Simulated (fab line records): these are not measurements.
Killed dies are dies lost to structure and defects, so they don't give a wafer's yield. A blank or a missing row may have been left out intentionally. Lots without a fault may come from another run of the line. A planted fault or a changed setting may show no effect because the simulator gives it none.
Split-lot experiment :: flow n5 finfet :: route with 1938 steps; 7 lots, 21 wafers read

## ON THE SPLIT
At N5_WELL_APT_EXPOSE_05 (exposes mask NWELL, defocus 0 nm, target cd 200 nm), the setting dose mj was moved away from the recipe's 20.3 on 7 of the 21 wafers read, by -7.2% to +6.4%. For the rest of the wafers, this setting stayed at what the recipe calls for.

## FROM THE SPLIT TO THE READING: what the file shows between them, 3 steps
- N5_WELL_APT_PEB_06: peb time 90 s
- N5_WELL_APT_DEVELOP_07: develop time 45 s
- N5_WELL_APT_HARDBAKE_12: time 120 s

## THE READING
cd nm at N5_WELL_APT_CD_MEAS_08, given in nm (cd target 200 nm). Fault-free wafers of this fab line usually give 199.1 nm, standard deviation 1.5 nm.

wafer: L076.2
tool, chamber at the split: krf scanner-01, 0
dose mj as run: 19.09
against the recipe: -6.0%
cd nm, nm: 189.4
against lot-mates on the recipe: -9.1

wafer: L076.4
tool, chamber at the split: krf scanner-01, 0
dose mj as run: 20.3
against the recipe: recipe
cd nm, nm: 198.5
against lot-mates on the recipe: -

wafer: L076.6
tool, chamber at the split: krf scanner-01, 0
dose mj as run: 19.09
against the recipe: -6.0%
cd nm, nm: 188.2
against lot-mates on the recipe: -10.3

wafer: L082.1
tool, chamber at the split: krf scanner-02, 0
dose mj as run: 19.03
against the recipe: -6.3%
cd nm, nm: 190.9
against lot-mates on the recipe: -9.9

wafer: L082.2
tool, chamber at the split: krf scanner-02, 0
dose mj as run: 20.3
against the recipe: recipe
cd nm, nm: 200.8
against lot-mates on the recipe: -

wafer: L082.4
tool, chamber at the split: krf scanner-02, 0
dose mj as run: 19.03
against the recipe: -6.3%
cd nm, nm: 188.3
against lot-mates on the recipe: -12.5

wafer: L085.2
tool, chamber at the split: krf scanner-02, 0
dose mj as run: 20.3
against the recipe: recipe
cd nm, nm: 199.7
against lot-mates on the recipe: -

wafer: L085.3
tool, chamber at the split: krf scanner-02, 0
dose mj as run: 20.3
against the recipe: recipe
cd nm, nm: 197.2
against lot-mates on the recipe: -

wafer: L085.5
tool, chamber at the split: krf scanner-02, 0
dose mj as run: 21.6
against the recipe: +6.4%
cd nm, nm: 208.9
against lot-mates on the recipe: +10.5

wafer: L090.1
tool, chamber at the split: krf scanner-01, 0
dose mj as run: 20.3
against the recipe: recipe
cd nm, nm: 199.4
against lot-mates on the recipe: -

wafer: L090.2
tool, chamber at the split: krf scanner-01, 0
dose mj as run: 20.3
against the recipe: recipe
cd nm, nm: 199.2
against lot-mates on the recipe: -

wafer: L090.6
tool, chamber at the split: krf scanner-01, 0
dose mj as run: 20.3
against the recipe: recipe
cd nm, nm: 198.8
against lot-mates on the recipe: -

wafer: L091.1
tool, chamber at the split: krf scanner-01, 0
dose mj as run: 20.3
against the recipe: recipe
cd nm, nm: 197.7
against lot-mates on the recipe: -

wafer: L091.4
tool, chamber at the split: krf scanner-01, 0
dose mj as run: 18.84
against the recipe: -7.2%
cd nm, nm: 187.8
against lot-mates on the recipe: -10.4

wafer: L091.5
tool, chamber at the split: krf scanner-01, 0
dose mj as run: 20.3
against the recipe: recipe
cd nm, nm: 198.8
against lot-mates on the recipe: -

wafer: L095.4
tool, chamber at the split: krf scanner-01, 0
dose mj as run: 20.3
against the recipe: recipe
cd nm, nm: 199.1
against lot-mates on the recipe: -

wafer: L095.5
tool, chamber at the split: krf scanner-01, 0
dose mj as run: 20.3
against the recipe: recipe
cd nm, nm: 196.9
against lot-mates on the recipe: -

wafer: L095.6
tool, chamber at the split: krf scanner-01, 0
dose mj as run: 19.66
against the recipe: -3.2%
cd nm, nm: 192.8
against lot-mates on the recipe: -5.2

wafer: L096.3
tool, chamber at the split: krf scanner-02, 0
dose mj as run: 20.3
against the recipe: recipe
cd nm, nm: 198.6
against lot-mates on the recipe: -

wafer: L096.5
tool, chamber at the split: krf scanner-02, 0
dose mj as run: 20.3
against the recipe: recipe
cd nm, nm: 198.0
against lot-mates on the recipe: -

wafer: L096.6
tool, chamber at the split: krf scanner-02, 0
dose mj as run: 20.3
against the recipe: recipe
cd nm, nm: 199.7
against lot-mates on the recipe: -

THE FIT
A straight line over all 21 wafers: cd nm changes by +1.57 nm for each +1% of dose mj; r = +0.98; the points scatter about the line by 1.1 nm.
The same after taking each lot's own level away (the mean of its wafers on the recipe; 21 wafers): +1.64 nm for each +1%; r = +0.99; scatter 0.9 nm.
On that fit, the largest move of dose mj shifts the reading by 12 nm.
The lots' own levels span 198.00 to 200.80 nm, that is 1.9 times the standard deviation above.
Consequently the slope shifts little with the lot-to-lot level, the two slopes agreeing.
Check: with one of the wafers moved furthest among these (-7.2%) left out of the fit, the line predicts -12.2 nm for it against its lot-mates. It came out at -10.4 nm against them.

## OTHER SPLITS ON THESE WAFERS
Note: prior to the reading, these wafers also went through further splits. Each is held against what the fit with the lots' levels taken away leaves over:
other split on the same wafers: N5_ZERO_LAYER_ETCH_18 icp w
wafers away from the commonest value: 3
r with cd nm (lot level and that fit taken away): -0.27

## THE WHOLE CHAIN: every reading that the file lists as answering this split, in the file's order
step: N5_WELL_APT_CD_MEAS_08
what it does: target cd 200 nm
reading: cd nm
change (the file's fit): +1.61 nm for each +1% of the setting
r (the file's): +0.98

step: N5_WELL_APT_DESCUM_13
what it does: chemistry O2, time 7.9 s
reading: WELL_APT.cd nm (the simulator's own value, which no gauge read)
change (the file's fit): +1.62 nm for each +1% of the setting
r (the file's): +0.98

## THE FILE'S OWN FIT
cd nm changes by +1.61 nm for each +1% of dose mj, r = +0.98.
